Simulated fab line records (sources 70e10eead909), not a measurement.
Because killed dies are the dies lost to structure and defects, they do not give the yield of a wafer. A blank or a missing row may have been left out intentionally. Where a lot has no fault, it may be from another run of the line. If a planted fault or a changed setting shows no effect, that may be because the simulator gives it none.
The tool behind it: which one?	flow nand-harc	Sampling: 24 lots, 72 wafers, 6 of 1302 route steps

== WHAT EACH GAUGE READ, for each wafer ==
No reading from a measuring or inspecting step in the record can be judged against a usual standard deviation.

== EACH LOT AND THE TOOL THAT RAN IT (in order: tool; ch and the chambers of the sampled wafers; start) ==
lot	NHARC_A_STAIRCASE_TRIM_224	NHARC_A_STAIRCASE_ETCH_232	NHARC_A_STAIRCASE_ETCH_234	NHARC_A_STAIRCASE_STRIP_238	NHARC_A_STAIRCASE_HM_DEP_459	NHARC_A_STAIRCASE_STRIP_295
L076	rie-diel-07 ch 0,1,2, day 16 10:16 or earlier	rie-diel-07 ch 0,2, day 16 10:16 or earlier	rie-diel-07 ch 0,1,2, day 16 10:16 or earlier	plasma-asher-02 ch 1, day 16 10:16	acl-dep-01 ch 0, day 17 00:22	rie-diel-07 ch 2,3, no start
L075	rie-diel-05 ch 0,1,2, day 16 10:28 or earlier	rie-diel-05 ch 0,2,3, day 16 10:28 or earlier	rie-diel-05 ch 0,1,2, day 16 10:28 or earlier	plasma-asher-01 ch 0,1, day 16 10:28	acl-dep-03 ch 0, day 17 01:05	rie-diel-05 ch 0,1,2, no start
L074	rie-diel-05 ch 1,2,3, day 16 15:49 or earlier	rie-diel-07 ch 0,1,2, day 16 15:49 or earlier	rie-diel-07 ch 0,1,3, day 16 15:49 or earlier	plasma-asher-02 ch 0,1, day 16 15:49	acl-dep-01 ch 0, day 17 04:25	rie-diel-05 ch 0,1,3, no start
L078	rie-diel-05 ch 0,1, day 17 21:32 or earlier	rie-diel-07 ch 0,2,3, day 17 21:32 or earlier	rie-diel-07 ch 0,3, day 17 21:32 or earlier	plasma-asher-01 ch 0,1, day 17 21:32	acl-dep-03 ch 0, day 18 07:21	rie-diel-13 ch 0,1,2, no start
L077	rie-diel-13 ch 0,1, day 18 04:14 or earlier	rie-diel-13 ch 2,3, day 18 04:14 or earlier	rie-diel-13 ch 0,1,3, day 18 04:14 or earlier	plasma-asher-02 ch 0,1, day 18 04:14	acl-dep-01 ch 0, day 18 16:17	rie-diel-13 ch 2,3, no start
L080	rie-diel-13 ch 0,2, day 18 09:10 or earlier	rie-diel-13 ch 0,1, day 18 09:10 or earlier	rie-diel-13 ch 1,2, day 18 09:10 or earlier	plasma-asher-01 ch 0,1, day 18 09:10	acl-dep-02 ch 0, day 18 18:05	rie-diel-05 ch 2,3, no start
L079	rie-diel-13 ch 0,1, day 18 10:04 or earlier	rie-diel-07 ch 0,2,3, day 18 10:04 or earlier	rie-diel-07 ch 1,2,3, day 18 10:04 or earlier	plasma-asher-01 ch 1, day 18 10:04	acl-dep-03 ch 0, day 18 22:44	rie-diel-13 ch 0,1,3, no start
L081	rie-diel-13 ch 0,2, day 19 10:32 or earlier	rie-diel-07 ch 1,2, day 19 10:32 or earlier	rie-diel-07 ch 1,2, day 19 10:32 or earlier	plasma-asher-01 ch 0,1, day 19 10:32	acl-dep-03 ch 0, day 19 21:12	rie-diel-05 ch 0,2,3, no start
L082	rie-diel-05 ch 0,2,3, day 19 20:27 or earlier	rie-diel-05 ch 0,3, day 19 20:27 or earlier	rie-diel-05 ch 2,3, day 19 20:27 or earlier	plasma-asher-02 ch 0,1, day 19 20:27	acl-dep-02 ch 0, day 20 08:25	rie-diel-07 ch 0,1,3, no start
L083	rie-diel-07 ch 1,3, day 19 19:26 or earlier	rie-diel-13 ch 0,2, day 19 19:26 or earlier	rie-diel-13 ch 1,2, day 19 19:26 or earlier	plasma-asher-02 ch 0,1, day 19 19:26	acl-dep-02 ch 0, day 20 07:11	rie-diel-05 ch 1,2,3, no start
L084	rie-diel-13 ch 0,1, day 20 12:51 or earlier	rie-diel-13 ch 0,1, day 20 12:51 or earlier	rie-diel-13 ch 0,1,2, day 20 12:51 or earlier	plasma-asher-02 ch 0,1, day 20 12:51	acl-dep-01 ch 0, day 21 00:21	rie-diel-05 ch 0,3, no start
L085	rie-diel-05 ch 0,1, day 20 14:05 or earlier	rie-diel-07 ch 0,3, day 20 14:05 or earlier	rie-diel-07 ch 0,1,2, day 20 14:05 or earlier	plasma-asher-01 ch 0,1, day 20 14:05	acl-dep-03 ch 0, day 21 01:34	rie-diel-13 ch 2,3, no start
L086	rie-diel-07 ch 0,1,3, day 21 08:31 or earlier	rie-diel-05 ch 0,1,3, day 21 08:31 or earlier	rie-diel-05 ch 0,1,2, day 21 08:31 or earlier	plasma-asher-02 ch 0,1, day 21 08:31	acl-dep-02 ch 0, day 21 23:58	rie-diel-07 ch 0,3, no start
L088	rie-diel-05 ch 0,2, day 21 19:57 or earlier	rie-diel-13 ch 1,2,3, day 21 19:57 or earlier	rie-diel-13 ch 0,1,2, day 21 19:57 or earlier	plasma-asher-02 ch 1, day 21 19:57	acl-dep-03 ch 0, day 22 08:00	rie-diel-07 ch 0,3, no start
L089	rie-diel-05 ch 0,1,2, day 21 23:16 or earlier	rie-diel-07 ch 0,1,2, day 21 23:16 or earlier	rie-diel-07 ch 0,2,3, day 21 23:16 or earlier	plasma-asher-02 ch 0,1, day 21 23:16	acl-dep-02 ch 0, day 22 09:06	rie-diel-05 ch 1,2,3, no start
L087	rie-diel-05 ch 0,3, day 22 01:18 or earlier	rie-diel-07 ch 0,1, day 22 01:18 or earlier	rie-diel-07 ch 0,1, day 22 01:18 or earlier	plasma-asher-02 ch 0,1, day 22 01:18	acl-dep-03 ch 0, day 22 10:49	rie-diel-07 ch 1,3, no start
L091	rie-diel-13 ch 0,2,3, day 22 12:02 or earlier	rie-diel-13 ch 0,1,3, day 22 12:02 or earlier	rie-diel-13 ch 2,3, day 22 12:02 or earlier	plasma-asher-01 ch 0,1, day 22 12:02	acl-dep-01 ch 0, day 22 21:45	rie-diel-05 ch 0,2,3, no start
L090	rie-diel-13 ch 1,2,3, day 22 18:02 or earlier	rie-diel-05 ch 0,1,3, day 22 18:02 or earlier	rie-diel-05 ch 0,1,2, day 22 18:02 or earlier	plasma-asher-02 ch 0,1, day 22 18:02	acl-dep-01 ch 0, day 23 05:34	rie-diel-05 ch 1,2,3, no start
L092	rie-diel-13 ch 0,2, day 23 13:49 or earlier	rie-diel-05 ch 0,1, day 23 13:49 or earlier	rie-diel-05 ch 0,1,2, day 23 13:49 or earlier	plasma-asher-01 ch 0,1, day 23 13:49	acl-dep-03 ch 0, day 23 23:11	rie-diel-05 ch 0,1,3, no start
L093	rie-diel-07 ch 1,3, day 23 16:13 or earlier	rie-diel-13 ch 0,2,3, day 23 16:13 or earlier	rie-diel-13 ch 0,2,3, day 23 16:13 or earlier	plasma-asher-02 ch 0,1, day 23 16:13	acl-dep-03 ch 0, day 24 01:11	rie-diel-05 ch 0,1,3, no start
L094	rie-diel-13 ch 0,1,2, day 24 16:29 or earlier	rie-diel-13 ch 1,2,3, day 24 16:29 or earlier	rie-diel-13 ch 1,2,3, day 24 16:29 or earlier	plasma-asher-01 ch 0,1, day 24 16:29	acl-dep-01 ch 0, day 25 04:20	rie-diel-13 ch 0,2,3, no start
L096	rie-diel-07 ch 1,3, day 25 06:20 or earlier	rie-diel-07 ch 1,2,3, day 25 06:20 or earlier	rie-diel-07 ch 0,2,3, day 25 06:20 or earlier	plasma-asher-02 ch 0,1, day 25 06:20	acl-dep-03 ch 0, day 25 14:56	rie-diel-13 ch 2,3, no start
L095	rie-diel-07 ch 2,3, day 25 09:55 or earlier	rie-diel-07 ch 1,2,3, day 25 09:55 or earlier	rie-diel-07 ch 1,2, day 25 09:55 or earlier	plasma-asher-02 ch 0,1, day 25 09:55	acl-dep-03 ch 0, day 25 19:08	rie-diel-13 ch 0,1,2, day 25 23:05
L097	rie-diel-05 ch 1,2,3, day 26 01:39 or earlier	rie-diel-05 ch 0,1,2, day 26 01:39 or earlier	rie-diel-05 ch 1,2,3, day 26 01:39 or earlier	plasma-asher-01 ch 0,1, day 26 01:39	acl-dep-01 ch 0, day 26 10:43	rie-diel-07 ch 2,3, no start
- NHARC_A_STAIRCASE_TRIM_224: chemistry O2, time 211.2 s.
- NHARC_A_STAIRCASE_ETCH_232: etches the open film in C4F8/O2, target depth 100 nm, time 40.5 s.
- NHARC_A_STAIRCASE_ETCH_234: etches the open film in C4F8/O2, target depth 100 nm, time 40.5 s.
- NHARC_A_STAIRCASE_STRIP_238: strips in O2.
- NHARC_A_STAIRCASE_HM_DEP_459: deposits aC, target thk 1500 nm.
- NHARC_A_STAIRCASE_STRIP_295: strips in O2.

== AS READ BY THE TOOLS THEMSELVES (means over the sampled wafers that have a number; for cases with no such wafer, the mark the record gives instead) ==
NHARC_A_STAIRCASE_TRIM_224. Usual: drypump-motor-current-A 6.0 A, standard deviation 0.38; oes-product-au 1.002 a.u., standard deviation 0.0077; rf-vpp-V 57.7 V, standard deviation 0.91; showerhead-plenum-p-Torr 3.55 Torr, standard deviation 0.17; throttle-valve-pct 17.037 %, standard deviation 0.01.
lot	tool	drypump-motor-current-A (A)	oes-product-au (a.u.)	rf-vpp-V (V)	showerhead-plenum-p-Torr (Torr)	throttle-valve-pct (%)	flag
L076	rie-diel-07	5.9	1.002	57.9	3.37	17.035	
L075	rie-diel-05	5.7	1.007	57.5	3.68	17.040	
L074	rie-diel-05	5.4	1.011	57.8	3.62	17.041	
L078	rie-diel-05	5.7	1.002	58.2	3.70	17.036	
L077	rie-diel-13	6.4	1.006	57.7	3.46	17.043	
L080	rie-diel-13	6.4	0.999	57.9	3.65	17.040	
L079	rie-diel-13	6.5	1.004	58.4	3.46	17.040	
L081	rie-diel-13	6.4	0.993	58.3	3.50	17.043	
L082	rie-diel-05	5.7	1.002	57.4	3.59	17.033	
L083	rie-diel-07	5.9	0.993	57.1	3.46	17.026	
L084	rie-diel-13	6.5	1.000	57.1	3.56	17.039	
L085	rie-diel-05	6.0	1.006	58.6	3.67	17.041	
L086	rie-diel-07	6.0	0.994	58.4	3.61	17.038	
L088	rie-diel-05	5.9	1.014	58.0	3.63	17.039	
L089	rie-diel-05	5.7	1.003	58.7	3.65	17.022	
L087	rie-diel-05	6.0	1.003	57.0	3.58	17.038	
L091	rie-diel-13	6.2	0.995	58.1	3.48	17.037	
L090	rie-diel-13	6.2	1.004	56.9	3.58	17.025	
L092	rie-diel-13	6.4	1.000	56.9	3.48	17.031	
L093	rie-diel-07	5.8	1.001	57.2	3.44	17.027	
L094	rie-diel-13	6.4	1.004	57.7	3.58	17.044	
L096	rie-diel-07	6.0	0.996	57.6	3.56	17.034	
L095	rie-diel-07	6.1	0.994	58.1	3.54	17.041	
L097	rie-diel-05	5.4	1.000	56.8	3.58	17.042	

NHARC_A_STAIRCASE_ETCH_232. Usual: oes-product-au 0.945 a.u., standard deviation 0.013; rf-vpp-V 896 V, standard deviation 6.5.
lot	tool	oes-product-au (a.u.)	rf-vpp-V (V)	flag
L076	rie-diel-07	0.951	892	
L075	rie-diel-05	0.952	898	
L074	rie-diel-07	0.954	890	
L078	rie-diel-07	0.942	894	
L077	rie-diel-13	0.938	894	
L080	rie-diel-13	0.936	897	
L079	rie-diel-07	0.959	895	
L081	rie-diel-07	0.964	893	
L082	rie-diel-05	0.940	898	
L083	rie-diel-13	0.934	899	
L084	rie-diel-13	0.947	897	
L085	rie-diel-07	0.942	891	
L086	rie-diel-05	0.960	898	
L088	rie-diel-13	0.924	897	
L089	rie-diel-07	0.953	896	
L087	rie-diel-07	0.948	900	
L091	rie-diel-13	0.943	891	
L090	rie-diel-05	0.924	898	
L092	rie-diel-05	0.936	900	
L093	rie-diel-13	0.953	894	
L094	rie-diel-13	0.943	898	
L096	rie-diel-07	0.946	894	
L095	rie-diel-07	0.939	893	
L097	rie-diel-05	0.936	900	

NHARC_A_STAIRCASE_ETCH_234. Usual: oes-product-au 0.943 a.u., standard deviation 0.01; rf-vpp-V 896 V, standard deviation 6.6.
lot	tool	oes-product-au (a.u.)	rf-vpp-V (V)	flag
L076	rie-diel-07	0.945	890	
L075	rie-diel-05	0.946	902	
L074	rie-diel-07	0.942	893	
L078	rie-diel-07	0.938	897	
L077	rie-diel-13	0.935	894	
L080	rie-diel-13	0.939	903	
L079	rie-diel-07	0.946	895	
L081	rie-diel-07	0.941	890	
L082	rie-diel-05	0.957	898	
L083	rie-diel-13	0.949	902	
L084	rie-diel-13	0.944	899	
L085	rie-diel-07	0.961	889	
L086	rie-diel-05	0.939	901	
L088	rie-diel-13	0.932	897	
L089	rie-diel-07	0.948	900	
L087	rie-diel-07	0.931	894	
L091	rie-diel-13	0.951	894	
L090	rie-diel-05	0.941	901	
L092	rie-diel-05	0.949	900	
L093	rie-diel-13	0.955	894	
L094	rie-diel-13	0.935	897	
L096	rie-diel-07	0.933	900	
L095	rie-diel-07	0.931	892	
L097	rie-diel-05	0.930	897	

NHARC_A_STAIRCASE_STRIP_238. Usual: drypump-motor-current-A 6.07 A, standard deviation 0.22; heater-power-w 347 W, standard deviation 30.
lot	tool	drypump-motor-current-A (A)	heater-power-w (W)	flag
L076	plasma-asher-02	6.39	308	
L075	plasma-asher-01	5.86	377	
L074	plasma-asher-02	6.21	324	
L078	plasma-asher-01	5.86	378	
L077	plasma-asher-02	6.26	319	
L080	plasma-asher-01	5.86	375	
L079	plasma-asher-01	5.87	390	
L081	plasma-asher-01	5.87	374	
L082	plasma-asher-02	6.18	339	
L083	plasma-asher-02	6.29	326	
L084	plasma-asher-02	6.28	322	
L085	plasma-asher-01	5.85	363	
L086	plasma-asher-02	6.26	324	
L088	plasma-asher-02	6.40	306	
L089	plasma-asher-02	6.28	324	
L087	plasma-asher-02	6.20	344	
L091	plasma-asher-01	5.86	376	
L090	plasma-asher-02	6.17	346	
L092	plasma-asher-01	5.86	376	
L093	plasma-asher-02	6.31	321	
L094	plasma-asher-01	5.86	381	
L096	plasma-asher-02	6.16	338	
L095	plasma-asher-02	6.16	339	
L097	plasma-asher-01	5.86	363	

NHARC_A_STAIRCASE_HM_DEP_459. Usual: 35.000 % for throttle-valve-pct, sd 0.0097.
lot	tool	throttle-valve-pct (%)	flag
L076	acl-dep-01	34.997	
L075	acl-dep-03	35.000	
L074	acl-dep-01	35.003	
L078	acl-dep-03	34.996	
L077	acl-dep-01	34.997	
L080	acl-dep-02	34.997	
L079	acl-dep-03	34.999	
L081	acl-dep-03	34.985	
L082	acl-dep-02	34.997	
L083	acl-dep-02	35.002	
L084	acl-dep-01	34.999	
L085	acl-dep-03	35.006	
L086	acl-dep-02	35.006	
L088	acl-dep-03	35.004	
L089	acl-dep-02	34.999	
L087	acl-dep-03	35.002	
L091	acl-dep-01	35.009	
L090	acl-dep-01	35.007	
L092	acl-dep-03	34.997	
L093	acl-dep-03	35.005	
L094	acl-dep-01	35.003	
L096	acl-dep-03	35.002	
L095	acl-dep-03	35.004	
L097	acl-dep-01	34.997	

NHARC_A_STAIRCASE_STRIP_295. Usual: drypump-motor-current-A 5.9 A, standard deviation 0.39; oes-product-au 1.003 a.u., standard deviation 0.0086; rf-vpp-V 57.7 V, standard deviation 0.95; showerhead-plenum-p-Torr 3.57 Torr, standard deviation 0.16; throttle-valve-pct 17.035 %, standard deviation 0.0081.
lot	tool	drypump-motor-current-A (A)	oes-product-au (a.u.)	rf-vpp-V (V)	showerhead-plenum-p-Torr (Torr)	throttle-valve-pct (%)	flag
L076	rie-diel-07	6.1	1.004	57.7	3.65	17.030	
L075	rie-diel-05	5.7	1.009	58.1	3.68	17.030	
L074	rie-diel-05	5.7	0.993	57.1	3.62	17.033	
L078	rie-diel-13	6.4	0.999	57.1	3.61	17.041	
L077	rie-diel-13	6.2	1.000	57.6	3.49	17.037	
L080	rie-diel-05	5.4	1.011	58.3	3.58	17.047	
L079	rie-diel-13	6.3	1.014	57.1	3.45	17.046	
L081	rie-diel-05	5.7	1.005	57.2	3.58	17.039	
L082	rie-diel-07	6.0	0.994	57.0	3.43	17.034	
L083	rie-diel-05	5.4	1.007	57.5	3.60	17.037	
L084	rie-diel-05	5.7	1.008	57.2	3.52	17.027	
L085	rie-diel-13	6.2	0.998	57.8	3.48	17.028	
L086	rie-diel-07	6.2	0.996	58.7	3.74	17.039	
L088	rie-diel-07	6.1	0.991	58.1	3.73	17.030	
L089	rie-diel-05	5.4	1.010	58.4	3.59	17.042	
L087	rie-diel-07	5.9	0.988	57.3	3.45	17.035	
L091	rie-diel-05	5.7	1.003	58.4	3.57	17.036	
L090	rie-diel-05	5.4	1.008	57.3	3.59	17.031	
L092	rie-diel-05	5.7	1.010	58.2	3.59	17.032	
L093	rie-diel-05	5.7	1.004	57.9	3.59	17.037	
L094	rie-diel-13	6.3	1.007	57.1	3.47	17.027	
L096	rie-diel-13	6.2	0.993	57.2	3.61	17.026	
L095	rie-diel-13	6.4	1.010	56.9	3.57	17.022	
L097	rie-diel-07	6.0	1.004	57.9	3.61	17.035	

== THE ANSWER, worked out from the rows above alone ==
Rule: a lot counts as off when the mean over its wafers that have a number is more than 3 standard deviations away from the usual mean. A lot without any number at a reading at which 4 lots or more have one is off too. Any other lot the step has rows for is counted as sound. Order of review: gauges by route order, followed by the tools' own readings, for which a lot's mean as printed above is used. At the first step where some lot is off, the reading lying furthest off is the one used; lots without a number count as furthest.
No lot is off on any of the readings shown, so nothing can be concluded from this.

== WHAT THE SIMULATOR HAD INSERTED ==
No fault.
